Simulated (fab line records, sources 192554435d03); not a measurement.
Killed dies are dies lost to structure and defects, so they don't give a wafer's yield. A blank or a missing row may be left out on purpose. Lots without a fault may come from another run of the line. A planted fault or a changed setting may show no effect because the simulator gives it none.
Which tool did it? | flow n5_finfet | 6 lots, 17 wafers sampled, at 4 steps of a route of 1938

WHAT THE GAUGES READ, wafer by wafer
N5_STI_FIN_REVEAL_FIN_H_MEAS_10.
lot  | measured    | on     | trench_depth_nm (nm)
L517 | day 3 02:20 | ocd-02 | 52.6 51.7 52.2
L519 | day 3 12:52 | ocd-02 | 51.4 50.3 52.3
L521 | day 3 23:46 | ocd-01 | 52.3 52.2 52.4
L525 | day 5 01:54 | ocd-01 | 56.2 51.6
L531 | day 6 12:52 | ocd-01 | 51.2 50.7 49.9
L536 | day 8 03:58 | ocd-01 | 51.9 53.2 51.8

WHICH TOOL RAN EACH LOT (tool, then ch and the chambers of the sampled wafers, then the start)
lot  | N5_FIN_CUT_PRECLEAN_35            | N5_FIN_CUT_CUT_ETCH_28          | N5_STI_FIN_REVEAL_RECESS_09
L517 | vapor_etch-01 ch 0,1, day 2 16:41 | rie_si-03 ch 0,3, day 2 16:49   | vapor_etch-02 ch 0,1, day 2 23:32
L519 | vapor_etch-02 ch 0,1, day 3 03:14 | rie_si-03 ch 1,2,3, day 3 03:22 | vapor_etch-02 ch 1, day 3 10:08
L521 | vapor_etch-01 ch 0,1, day 3 14:44 | rie_si-04 ch 0,2, day 3 14:52   | vapor_etch-01 ch 0,1, day 3 21:01
L525 | vapor_etch-02 ch 0,1, day 4 16:44 | rie_si-02 ch 3, day 4 16:50     | vapor_etch-01 ch 0,1, day 4 23:38
L531 | vapor_etch-02 ch 0,1, day 6 03:17 | rie_si-04 ch 0,2, day 6 03:25   | vapor_etch-02 ch 0,1, day 6 09:52
L536 | vapor_etch-01 ch 0,1, day 7 17:28 | rie_si-02 ch 0,1, day 7 17:36   | vapor_etch-02 ch 0,1, day 8 01:05
- N5_FIN_CUT_PRECLEAN_35: cleans in vHF, time 13.3 s.
- N5_FIN_CUT_CUT_ETCH_28: etches Si in HBr/Cl2/O2, target depth 6 nm, time 2.4 s.
- N5_STI_FIN_REVEAL_RECESS_09: chemistry HF/NH3, target SiO2, afs cycles 11, target depth 42.5 nm, sublimation time 60 s.

THE ANSWER, worked out from the rows above alone
Rule: what is usual is taken from the lots themselves. Put in order of their means at a reading, lots are off if they are a third of the lots or fewer, leave a main group of 4 or more, and stand apart from it by a gap of 3 or more times the standard deviation of the main group's means; of several such gaps the widest counts. A main group whose means are all the same, to the digits that the tables above print for the reading, isn't used. A lot without any number at a reading at which 4 lots or more have one is off too. The other lots that the step has rows for count as sound.
No lot is off at any reading shown: from this, nothing can be told.

WHAT THE SIMULATOR HAD PUT IN
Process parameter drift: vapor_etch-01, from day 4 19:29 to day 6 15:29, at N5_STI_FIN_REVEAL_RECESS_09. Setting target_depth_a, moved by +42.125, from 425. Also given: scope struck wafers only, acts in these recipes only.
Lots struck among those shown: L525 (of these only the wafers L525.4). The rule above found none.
